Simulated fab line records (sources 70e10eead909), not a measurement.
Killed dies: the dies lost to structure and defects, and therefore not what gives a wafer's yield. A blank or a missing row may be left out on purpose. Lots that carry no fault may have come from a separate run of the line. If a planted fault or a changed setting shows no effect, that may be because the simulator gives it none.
fab line records    flow nand_harc
record: lots: 12  wafers: 34  last_day: 34
route steps=1302 shown P_M1@303 P_M2@326 END@1302
lots that met no fault: from a run of the same line without faults
start_h: start of the lot's first displayed wafer, in hours after the record's first day    wait_h: how many hours have passed since the lot's step before this one    " repeats the value in the row above    L1.1+2: several wafers, shown together as one row    - no value present, or no start provided    * or withheld: withheld    < > ~ a bound
route shown NAME@n: NAME is a module with steps in the file, n the number in the route of the first one    usual: mean and standard deviation over wafers with no fault    same: alike in all rows    chamber/n: place in a boat    sites: each site's reading    _std_site: the values' standard deviation    _edge_site: inner sites' mean taken away from outer sites' mean    radius_mm: for every site, how far away it sits from the centre of the wafer    mask NAME#n: copy n    behind: the most recent tool/chamber to have shaped the wafer    hold: why the lot went on hold/how many hours it stayed there/how the hold came to an end    device: names the non-switching transistor (n, p or np)    end of line: the tests these same wafers got at the end of their route    a step given without rows: its recipe and nothing more    killed: at the first sort, the dies lost to defects and structure; wafer yield is something else    map: dies across one wafer; x = killed, . = not, _ = none there
set.NAME: the setting that was run; set.NAME@STEP: the one run at that earlier step    model.NAME: the simulator's own value behind a step, which no gauge read
route steps across a sampled set of lots; one table per step, one row per wafer
services: when a tool's chamber went out of use (start_h, in hours from the record's first day, below 0 if earlier), for how many hours, and the reason
== steps ==
step: NHARC_P_M1_ETCH_28
recipe: target_depth_a: 300  over_etch_frac: 0.3  time_s: 72.99  ion_energy_ev: 150  cf4_flow_sccm: 50  n2_flow_sccm: 100  ar_flow_sccm: 150  rf_w: 300  bias_w: 100  chemistry: CF4/N2
usual: drypump_motor_current_A: 5.9/0.3  oes_product_au: 1.001/0.009  rf_vpp_V: 313.8/1.8  showerhead_plenum_p_Torr: 2.60/0.093  throttle_valve_pct: 19.793/0.0091
lot.wafer  tool         chamber  start_h  wait_h  drypump_motor_current_A  oes_product_au  rf_hours_counter_h  rf_vpp_V  showerhead_plenum_p_Torr  throttle_valve_pct
L348.3     rie_diel-06  0        -        -       6.2                      1.000           15                  312.7     2.51                      19.786
L348.2     "            2        "        "       5.3                      1.003           15                  310.6     2.45                      19.795
L348.5     "            3        "        "       6.2                      1.009           -                   313.8     2.57                      19.793
L351.2     rie_diel-09  0        -        -       5.7                      1.001           0                   315.4     2.73                      19.790
L351.1     "            2        "        "       6.0                      1.013           0                   313.9     2.63                      19.794
L351.5     "            0        "        "       5.8                      1.011           -                   317.3     2.73                      19.805
L353.3     rie_diel-09  2        -        -       6.0                      1.015           1                   313.4     2.63                      19.805
L353.1     "            3        "        "       6.1                      1.006           1                   312.5     2.59                      19.800
L353.5     "            2        "        "       6.0                      1.020           -                   313.9     2.63                      19.780
L355.1     rie_diel-02  1        -        -       5.8                      0.990           43                  317.8     2.82                      19.790
L355.4     "            0        "        "       5.6                      0.998           41                  311.9     2.49                      19.791
L355.6     "            1        "        "       5.8                      1.004           -                   317.8     2.82                      19.786
L356.2     rie_diel-02  3        -        -       5.2                      0.977           49                  315.0     2.71                      19.804
L356.1     "            0        "        "       5.6                      0.988           44                  312.0     2.49                      19.780
L356.5     "            0        "        "       5.6                      0.983           -                   312.0     2.49                      19.788
L357.3     rie_diel-09  1        -        -       5.8                      1.002           5                   311.0     2.56                      19.785
L357.4     "            2        "        "       6.0                      1.013           5                   314.3     2.63                      19.797
L357.6     "            3        "        "       6.1                      1.001           -                   312.5     2.59                      19.785
L358.2     rie_diel-09  1        -        -       5.9                      0.996           5                   311.8     2.56                      19.766
L358.6     "            1        "        "       5.9                      0.999           -                   312.8     2.56                      19.802
L358.4     "            2        "        "       6.0                      0.997           -                   315.0     2.63                      19.784
L364.1     rie_diel-06  0        -        -       6.1                      0.987           12                  313.5     2.51                      19.803
L364.6     "            3        "        "       6.3                      0.992           -                   313.4     2.57                      19.805
L367.1     rie_diel-02  3        -        -       5.2                      0.999           28                  315.6     2.69                      19.799
L367.5     "            3        "        "       5.2                      0.998           -                   315.2     2.70                      19.791
L369.1     rie_diel-09  2        -        -       6.0                      1.013           1                   314.3     2.63                      19.795
L369.3     "            3        "        "       6.2                      1.003           1                   313.4     2.59                      19.820
L369.2     "            1        "        "       5.8                      1.023           1                   312.5     2.56                      19.786
L368.2     rie_diel-06  0        -        -       6.1                      0.998           3                   313.8     2.51                      19.794
L368.6     "            2        "        "       5.3                      1.008           -                   311.4     2.44                      19.793
L368.5     "            3        "        "       6.2                      1.009           -                   313.5     2.57                      19.809
L371.3     rie_diel-06  2        -        -       5.3                      0.999           5                   313.0     2.44                      19.798
L371.2     "            1        "        "       5.6                      0.996           5                   313.7     2.66                      19.798
L371.6     "            3        "        "       6.3                      1.002           -                   313.1     2.57                      19.781
step: NHARC_P_M1_PVD_20
recipe: target_thk_a: 50  bias_v: 168.6  power_w: 15000  chamber_pressure_pa: 0.12  time_s: 8.06  substrate_temp_c: 50  material: TaN
usual: substrate_temp_c: 49.98/0.11  throttle_valve_pct: 30.0/0.95
lot.wafer  tool            chamber  start_h  wait_h  substrate_temp_c  throttle_valve_pct
L348.2     pvd_sputter-03  -        -        -       49.93             28.3
L348.3     "               -        "        "       49.94             28.9
L348.5     "               -        "        "       49.98             28.4
L351.1     pvd_sputter-02  -        -        -       50.08             31.2
L351.2     "               -        "        "       49.99             29.0
L351.5     "               -        "        "       50.02             31.1
L353.1     pvd_sputter-01  -        -        -       50.03             31.2
L353.3     "               -        "        "       49.92             30.6
L353.5     "               -        "        "       50.09             29.1
L355.1     pvd_sputter-03  -        -        -       49.98             29.7
L355.4     "               -        "        "       50.06             29.9
L355.6     "               -        "        "       49.91             29.0
L356.2     pvd_sputter-01  -        -        -       50.12             30.7
L356.1     "               -        "        "       50.03             30.6
L356.5     "               -        "        "       50.01             30.7
L357.4     pvd_sputter-02  -        -        -       49.94             31.0
L357.3     "               -        "        "       50.02             29.4
L357.6     "               -        "        "       50.00             31.4
L358.4     pvd_sputter-02  -        -        -       49.93             29.6
L358.2     "               -        "        "       49.95             31.3
L358.6     "               -        "        "       50.00             29.6
L364.1     pvd_sputter-01  -        -        -       50.26             29.5
L364.6     "               -        "        "       49.82             31.0
L367.1     pvd_sputter-03  -        -        -       50.06             29.5
L367.5     "               -        "        "       50.20             29.0
L369.1     pvd_sputter-01  -        -        -       49.94             31.0
L369.2     "               -        "        "       50.01             30.1
L369.3     "               -        "        "       50.02             29.5
L368.2     pvd_sputter-03  -        -        -       49.93             28.4
L368.6     "               -        "        "       50.18             29.6
L368.5     "               -        "        "       49.90             28.6
L371.3     pvd_sputter-01  -        -        -       50.01             29.5
L371.2     "               -        "        "       49.89             31.0
L371.6     "               -        "        "       49.67             29.9
step: NHARC_P_M1_PVD_21
recipe: target_thk_a: 300  chamber_pressure_pa: 5  power_w: 5000  substrate_temp_c: 30  time_s: 20.49  material: Cu
usual: substrate_temp_c: 29.99/0.099  throttle_valve_pct: 29.9/0.96
lot.wafer  tool            chamber  start_h  wait_h  substrate_temp_c  throttle_valve_pct
L348.2     pvd_sputter-03  -        -        -       29.97             28.6
L348.3     "               -        "        "       30.08             28.1
L348.5     "               -        "        "       30.13             29.3
L351.1     pvd_sputter-02  -        -        -       29.90             29.6
L351.2     "               -        "        "       30.08             28.6
L351.5     "               -        "        "       29.96             29.5
L353.1     pvd_sputter-01  -        -        -       29.93             31.1
L353.3     "               -        "        "       29.98             29.2
L353.5     "               -        "        "       29.92             31.1
L355.1     pvd_sputter-03  -        -        -       30.00             30.2
L355.4     "               -        "        "       29.98             28.5
L355.6     "               -        "        "       29.90             28.2
L356.2     pvd_sputter-01  -        -        -       30.04             30.6
L356.1     "               -        "        "       30.01             30.5
L356.5     "               -        "        "       29.94             29.1
L357.4     pvd_sputter-02  -        -        -       30.07             29.4
L357.3     "               -        "        "       29.90             28.9
L357.6     "               -        "        "       30.10             29.4
L358.2     pvd_sputter-02  -        -        -       29.88             29.4
L358.4     "               -        "        "       29.84             31.3
L358.6     "               -        "        "       30.12             28.9
L364.1     pvd_sputter-01  -        -        -       29.83             30.9
L364.6     "               -        "        "       29.79             30.7
L367.1     pvd_sputter-03  -        -        -       30.13             28.4
L367.5     "               -        "        "       30.06             29.9
L369.1     pvd_sputter-01  -        -        -       30.07             31.2
L369.2     "               -        "        "       30.12             29.9
L369.3     "               -        "        "       30.14             29.4
L368.2     pvd_sputter-03  -        -        -       30.12             29.5
L368.5     "               -        "        "       30.02             29.5
L368.6     "               -        "        "       30.17             29.8
L371.3     pvd_sputter-01  -        -        -       30.00             31.1
L371.2     "               -        "        "       30.01             29.5
L371.6     "               -        "        "       30.11             31.0
step: NHARC_P_M2_PEB_07
recipe: peb_temp_c: 100  peb_time_s: 65
usual: heater_power_total_W: 156.6/0.43  plate_temp_C: 99.99/0.14
lot.wafer  tool            chamber  start_h  wait_h  heater_power_total_W  plate_temp_C
L348.2     litho_track-01  0        128.81   0.1     156.7                 100.22
L348.3     "               0        "        "       156.9                 99.94
L348.5     "               0        "        "       156.2                 100.09
L351.1     litho_track-04  0        158.12   0.1     156.4                 99.88
L351.2     "               0        "        "       155.9                 99.91
L351.5     "               0        "        "       156.5                 99.84
L353.1     litho_track-06  0        174.03   0.1     157.1                 99.67
L353.3     "               0        "        "       156.5                 99.79
L353.5     "               0        "        "       156.3                 100.04
L355.1     litho_track-01  0        198.37   0.1     156.2                 99.85
L355.4     "               0        "        "       157.1                 99.71
L355.6     "               0        "        "       157.1                 100.11
L356.1     litho_track-04  0        214.83   0.1     156.4                 100.07
L356.2     "               0        "        "       157.1                 100.20
L356.5     "               0        "        "       156.1                 99.98
L357.3     litho_track-04  0        229.18   0.0     156.7                 100.01
L357.4     "               0        "        "       157.2                 100.07
L357.6     "               0        "        "       156.7                 100.03
L358.2     litho_track-01  0        230.53   0.1     156.7                 100.02
L358.4     "               0        "        "       156.7                 100.15
L358.6     "               0        "        "       156.3                 100.00
L364.1     litho_track-01  0        292.84   0.1     155.4                 99.41
L364.6     "               0        "        "       155.5                 99.40
L367.1     litho_track-01  0        319.29   0.1     154.8                 99.50
L367.5     "               0        "        "       154.8                 99.52
L369.1     litho_track-06  0        336.48   0.1     156.6                 99.92
L369.2     "               0        "        "       156.9                 100.03
L369.3     "               0        "        "       155.9                 100.04
L368.2     litho_track-04  0        347.69   0.1     157.0                 100.00
L368.5     "               0        "        "       157.1                 99.81
L368.6     "               0        "        "       156.1                 99.98
L371.2     litho_track-04  0        354.68   0.1     157.0                 100.07
L371.3     "               0        "        "       156.0                 100.15
L371.6     "               0        "        "       157.0                 100.08
step: NHARC_P_M2_CD_MEAS_09
recipe: target_cd_nm: 170  landing_energy_ev: 500
usual: cd_nm: 169.9/0.46
lot.wafer  tool       chamber  start_h  wait_h  cd_nm
L348.2     cd_sem-01  0        128.89   -       169.8
L348.3     "          0        "        "       170.0
L348.5     "          0        "        "       169.9
L351.1     cd_sem-02  0        158.20   -       170.6
L351.2     "          0        "        "       170.1
L351.5     "          0        "        "       170.3
L353.1     cd_sem-01  0        174.11   -       170.1
L353.3     "          0        "        "       169.8
L353.5     "          0        "        "       169.9
L355.1     cd_sem-02  0        198.45   -       170.7
L355.4     "          0        "        "       170.6
L355.6     "          0        "        "       170.8
L356.1     cd_sem-01  0        214.91   -       170.0
L356.2     "          0        "        "       169.6
L356.5     "          0        "        "       170.3
L357.3     cd_sem-01  0        229.26   -       169.4
L357.4     "          0        "        "       169.3
L357.6     "          0        "        "       169.9
L358.2     cd_sem-03  0        230.61   -       170.5
L358.4     "          0        "        "       170.2
L358.6     "          0        "        "       170.5
L364.1     cd_sem-01  0        292.92   -       168.7
L364.6     "          0        "        "       168.9
L367.1     cd_sem-02  0        319.37   -       168.0
L367.5     "          0        "        "       167.8
L369.1     cd_sem-02  0        336.56   -       169.4
L369.2     "          0        "        "       169.1
L369.3     "          0        "        "       170.2
L368.2     cd_sem-03  0        347.77   -       169.1
L368.5     "          0        "        "       169.2
L368.6     "          0        "        "       169.4
L371.2     cd_sem-03  0        354.76   -       170.1
L371.3     "          0        "        "       170.3
L371.6     "          0        "        "       170.2
step: NHARC_END_SORT_01
recipe: temp_c: 25
usual: defect_limited_yield: 90.1/2.4  killed_at_array: 62/16  killed_at_other: 0.8/1.1  killed_at_periphery: 4/3.2  killed_dies: 67/16  killed_open: 3.5/1.9  killed_short: 2.1/1.5
same: gross_dies: 677
lot.wafer  tool       chamber  start_h  wait_h  defect_limited_yield[%]  killed_at_array  killed_at_other  killed_at_periphery  killed_dies  killed_open  killed_short
L356.1     prober-01  0        649.19   2.5     89.1                     58               0                16                   74           3            5
L356.2     prober-01  0        649.99   2.8     89.5                     57               0                14                   71           6            5
L356.5     prober-01  0        652.38   3.7     91.0                     55               0                6                    61           3            2
L358.2     prober-02  0        650.02   2.8     90.4                     59               1                5                    65           3            3
L358.4     prober-02  0        651.66   3.5     91.6                     51               1                5                    57           0            2
L358.6     prober-02  0        653.29   4.1     89.1                     69               2                3                    74           2            2
killed by level:class
L356.1 A_SLIT:chamber_film_flake=31 P_CONTACT:chamber_film_flake=11 A_CHANNEL_HOLE_D2:chamber_film_flake=9 A_CHANNEL_HOLE_D1:chamber_film_flake=3 A_STAIRCASE:chamber_film_flake=3 P_ZERO_WELL:chamber_film_flake=2 A_DECK1_JOINT:chamber_film_flake=2 A_WL_FILL:chamber_film_flake=2
L356.2 A_SLIT:chamber_film_flake=29 A_CHANNEL_HOLE_D2:chamber_film_flake=10 P_CONTACT:chamber_film_flake=9 A_CHANNEL_HOLE_D1:chamber_film_flake=3 A_CONTACT:chamber_film_flake=3 P_GATE:geometric_particle:open=2 P_ZERO_WELL:chamber_film_flake=2 A_DECK1_JOINT:chamber_film_flake=2
L358.2 A_SLIT:chamber_film_flake=28 A_CHANNEL_HOLE_D2:chamber_film_flake=15 A_ZERO_WELL:chamber_film_flake=3 A_CHANNEL_HOLE_D1:chamber_film_flake=3 A_CONTACT:chamber_film_flake=3 A_ONON_D2:geometric_particle:open=2 P_CONTACT:chamber_film_flake=2 P_GATE:geometric_particle:open=1
L358.4 A_SLIT:chamber_film_flake=31 A_CHANNEL_HOLE_D2:chamber_film_flake=8 P_STI:chamber_film_flake=3 A_M0:chamber_film_flake=3 A_CHANNEL_HOLE_D1:chamber_film_flake=2 A_DECK1_JOINT:chamber_film_flake=2 A_CHANNEL_FILL_D1:geometric_particle:short=1 A_CHANNEL_FILL_D2:geometric_particle:short=1
L356.5 A_SLIT:chamber_film_flake=25 A_CHANNEL_HOLE_D2:chamber_film_flake=15 P_CONTACT:chamber_film_flake=4 A_CHANNEL_HOLE_D1:chamber_film_flake=3 A_CONTACT:chamber_film_flake=3 A_M0:chamber_film_flake=2 P_CONTACT:geometric_particle:open=1 A_CHANNEL_FILL_D1:geometric_particle:short=1
L358.6 A_SLIT:chamber_film_flake=29 A_CHANNEL_HOLE_D2:chamber_film_flake=21 A_CHANNEL_HOLE_D1:chamber_film_flake=8 A_CONTACT:chamber_film_flake=5 P_STI:chamber_film_flake=2 THIN_TSV:chamber_film_flake=2 A_ONON_D1:geometric_particle:open=1 A_CHANNEL_HOLE_D2:geometric_particle:short=1
== services ==
tool            chamber  start_h  hours  kind
pvd_sputter-02  -        104.00   10.0   pm
rie_diel-06     -        113.53   0.4    repair
rie_diel-06     -        130.20   9.0    pm
rie_diel-09     -        143.10   9.0    pm
litho_track-01  -        155.00   7.0    pm
pvd_sputter-01  -        166.76   1.8    repair
rie_diel-06     -        170.43   0.9    repair
pvd_sputter-03  -        171.19   10.0   pm
rie_diel-09     0        178.64   4.3    repair
pvd_sputter-02  -        197.83   1.6    repair
pvd_sputter-03  -        202.50   3.1    repair
litho_track-04  -        203.00   7.0    pm
rie_diel-06     2        215.34   5.2    repair
pvd_sputter-03  -        226.13   62.7   repair
rie_diel-09     0        226.41   1.3    repair
pvd_sputter-01  -        234.52   10.0   pm
pvd_sputter-02  -        282.03   10.0   pm
rie_diel-09     -        301.63   0.3    repair
pvd_sputter-01  -        316.25   6.1    repair
rie_diel-09     -        320.10   9.0    pm
litho_track-01  -        330.00   7.0    pm
rie_diel-09     0        331.87   6.7    repair
rie_diel-09     2        336.90   1.3    repair
pvd_sputter-03  -        349.19   10.0   pm
== key ==
first_sign: step: NHARC_P_M2_PEB_07  reading: plate_temp_C  direction: down  sigmas: 3.9  usual: *  struck: *
effect: step: NHARC_P_M2_PEB_07  reading: heater_power_total_W  direction: down  sigmas: 3.4  usual: *  struck: *
effect: step: NHARC_P_M2_CD_MEAS_09  reading: cd_nm  direction: down  sigmas: 3.4  usual: 169.9  struck: 168.3  through: control_loop
met_at NHARC_P_M2_PEB_07
struck_lots L364,L367
loop_trim: step: NHARC_P_M2_EXPOSE_06  setting: dose  lots: L367
not_acting_at NHARC_P_M1_ETCH_28,NHARC_P_M1_PVD_20,NHARC_P_M1_PVD_21
onset_between 230.53 292.84
fault: kind: process_parameter_drift  tool: litho_track-01  chamber: -  onset_h: 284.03  steps: NHARC_P_M2_PEB_07  channel: peb_temp_c  offset: *  shape: step  end_h: 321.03  acts_in: *  stated: *
loop_trim: a control loop set the setting to another value than it would have without faults
